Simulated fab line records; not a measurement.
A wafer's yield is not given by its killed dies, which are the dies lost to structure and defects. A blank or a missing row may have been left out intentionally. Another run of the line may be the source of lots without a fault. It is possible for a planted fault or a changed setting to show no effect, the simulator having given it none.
A struck lot beside a sound one ; flow n5 finfet ; 15 steps out of a route of 1938
Sound: wafers L628.2, L628.3, L628.5. Wafers L631.2, L631.3, L631.5 were the ones struck. The cause comes at the end.
At each step with rows: each side's tool, then ch and its chambers, then its first start. Under that, the readings that differ: sound wafers ; struck wafers ; difference of the means ; sigmas: that difference in standard deviations of wafers without a fault.
alike: same words and numbers on both sides, and readings whose means sit less than 2 such deviations apart. not compared: any withheld reading, any reading some wafer has no value for, any bound like >300 that may hide the same value, and any number with overlapping values for which the record gives no deviation.
Wherever a step has rows on one side only, a row that says differs or no value, or a row with sigmas, the two part there. Numbers that have no deviation but don't overlap get no sigmas and don't part them. Lack of a reading on every wafer of one side parts them only where that side has two or more wafers.

first, 7 steps without rows for these wafers: N5_BEOL_M8_COAT_60 (time 60 s, resist thk 35 nm); N5_BEOL_M8_COAT_05 (resist thk 90 nm); N5_BEOL_M8_EBR_07; N5_BEOL_M8_SOFTBAKE_06 (time 60 s); N5_BEOL_M8_EXPOSE_08 (exposes mask M8); N5_BEOL_M8_PEB_09 (peb time 60 s); N5_BEOL_M8_DEVELOP_10 (develop time 30 s).
N5_BEOL_M8_CD_MEAS_11 targets a cd of 38.5 nm.
  sound on cd sem-01 ch 0, day 10 14:21; struck on cd sem-02 ch 0, day 11 02:47
reading;sound;struck;difference;sigmas
cd nm (nm);39.1 39.2 39.1;38.2 37.8 37.8;-1.2;-3
N5_BEOL_M8_OVL_MEAS_12:
  sound on overlay-01 ch 0, day 10 14:23; struck on overlay-02 ch 0, day 11 02:49
  alike: M8_OVL
N5_BEOL_M8_INSPECT_13: inspects for defects (brightfield).
  sound: defect inspect-02 at day 10 14:24; struck: defect inspect-02 at day 11 02:50
reading;sound;struck;difference;sigmas
raw defect count;415 783 509;353 388 357;-203;-2
N5_BEOL_M8_DESCUM_16: chemistry O2, time 7.9 s.
  sound on rie diel-02 ch 0,1,3, day 10 14:28; struck on rie diel-02 ch 1,2, day 11 02:52
  alike: drypump motor current A, oes product au, rf vpp V, showerhead plenum p Torr, throttle valve pct
  not compared: rf hours counter h
N5_BEOL_M8_ETCH_61: etches SiARC in CF4, target depth 45.5 nm, time 75.8 s.
  sound on rie diel-02 ch 0,1,3, day 10 14:31; struck on rie diel-02 ch 1,2, day 11 02:55
  alike: bias w, drypump motor current A, etch rf on time s, oes product au, rf vpp V, showerhead plenum p Torr, throttle valve pct
  not compared: rf hours counter h
N5_BEOL_M8_ETCH_62: etches SOC in N2/H2, target depth 110 nm, overetch 22 nm, time 165 s.
  sound on rie diel-02 ch 0,1,3, day 10 14:34; struck on rie diel-02 ch 1,2, day 11 02:58
reading;sound;struck;difference;sigmas
bias w (W);150.1 149.8 150.0;141.1 140.9 141.0;-9.0;-21
rf vpp V (V);522.9 526.1 522.4;502.7 506.5 503.3;-19.6;-9
  alike: drypump motor current A, oes product au, showerhead plenum p Torr, throttle valve pct
  not compared: rf hours counter h, model.SiARC_of_BEOL_M8_COAT_60.thk nm
then, 1 step without rows for these wafers: N5_BEOL_M8_STRIP_68 (strips in N2/H2).
N5_PASSIVATION_PROBE_49:
  the record holds rows for the sound wafers here (prober-01, day 13 14:51) but none for the struck ones

== WHERE THEY PART ==
First at N5_BEOL_M8_CD_MEAS_11; last, within this record, at N5_PASSIVATION_PROBE_49.

WHY: what had been put in by the simulator
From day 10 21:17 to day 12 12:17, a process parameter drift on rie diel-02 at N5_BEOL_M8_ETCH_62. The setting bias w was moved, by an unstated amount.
